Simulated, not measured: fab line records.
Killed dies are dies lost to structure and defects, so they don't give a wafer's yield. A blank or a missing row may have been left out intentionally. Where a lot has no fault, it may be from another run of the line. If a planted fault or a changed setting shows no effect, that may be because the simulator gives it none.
Chamber matching | flow n5 finfet | N5_BEOL_M3_PRE_CLEAN_60 on cvd co-01 has 3 sister chambers
The step time 15 s. 3 wafers are shown with their chamber, then 12 later ones without.

== WAFERS PAIRED WITH THEIR CHAMBERS ==
wafer  | chamber | heater power w (W)
L088.5 | 2       | 80
L091.1 | 0       | 72
L091.6 | 1       | 115

== WAFERS WITHOUT THEIR CHAMBER ==
wafer  | heater power w (W)
L092.1 | 74
L092.2 | 113
L092.3 | 78
L093.3 | 78
L093.4 | 80
L093.6 | 109
L095.1 | 70
L095.4 | 113
L095.5 | 77
L094.1 | 72
L094.4 | 78
L094.6 | 71

== CHAMBER TAKEN BY EACH ==
wafer  | from the rows above     | in truth
L092.1 | can't be placed: 0 or 2 | 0
L092.2 | 1                       | 1
L092.3 | can't be placed: 2 or 0 | 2
L093.3 | can't be placed: 2 or 0 | 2
L093.4 | 2                       | 2
L093.6 | 1                       | 1
L095.1 | 0                       | 0
L095.4 | 1                       | 1
L095.5 | can't be placed: 2 or 0 | 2
L094.1 | 0                       | 0
L094.4 | can't be placed: 2 or 0 | 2
L094.6 | 0                       | 0
Placed correctly: 7 of 12. Unplaceable from these rows: 5, with the true chamber sitting among the candidates in 5. 0 placed wrongly.
How it was worked out, from the rows above alone: a wafer's distance from a chamber is the root of the sum, over the readings, of the square of ((its reading less the chamber's mean) divided by the reading's scatter). If the next closest chamber is less than 2 further off than the closest, the wafer can't be placed; otherwise it belongs to the closest. The mean given for a chamber averages the wafers shown for that chamber. The scatter (one wafer shown for each chamber): square how far every hidden wafer sits from the nearest shown wafer, average those squares and take the square root.
